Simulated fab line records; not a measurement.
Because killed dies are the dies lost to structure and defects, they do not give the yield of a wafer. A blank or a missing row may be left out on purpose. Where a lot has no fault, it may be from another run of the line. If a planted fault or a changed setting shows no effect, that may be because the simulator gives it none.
Matching of chambers -- flow nandHarc -- 4 sister chambers for NHARC_A_CONTACT_ETCH_48 on rieDiel-04
The step etches the open film in CF4, target depth 39 nm, time 65 s. 7 wafers are shown with their chamber, then 7 later ones without.

## WAFERS PAIRED WITH THEIR CHAMBERS
wafer,chamber,showerheadPlenumPTorr (Torr),drypumpMotorCurrentA (A)
L079.2,1,1.76,5.0
L080.3,1,1.76,4.9
L082.1,3,1.68,5.3
L082.2,0,1.75,5.6
L082.4,2,1.74,5.8
L084.1,0,1.75,5.6
L084.4,2,1.73,5.8

## WAFERS WHOSE CHAMBER IS MISSING
wafer,showerheadPlenumPTorr (Torr),drypumpMotorCurrentA (A)
L084.5,1.73,5.9
L090.1,1.68,5.3
L090.3,1.75,5.6
L090.6,1.75,5.6
L097.1,1.74,5.6
L097.4,1.67,5.3
L097.6,1.74,5.6

## CHAMBER TAKEN BY EACH
wafer,from the rows above,in truth
L084.5,2,2
L090.1,3,3
L090.3,0,0
L090.6,0,0
L097.1,0,0
L097.4,3,3
L097.6,0,0
Correctly placed: 7 of 7. From these rows, 0 cannot be placed. 0 placed wrongly.
How it was worked out, from the rows above alone: a wafer's distance from a chamber is the root of the sum, over the readings, of the square of ((its reading less the chamber's mean) divided by the reading's scatter). If the next closest chamber is less than 2 further off than the closest, the wafer can't be placed; otherwise it belongs to the closest. For every chamber, the mean is computed from those of its wafers that are shown. The scatter: the root of (the sum of the squares of (reading less its chamber's mean) over the shown wafers, divided by (wafers less chambers)).
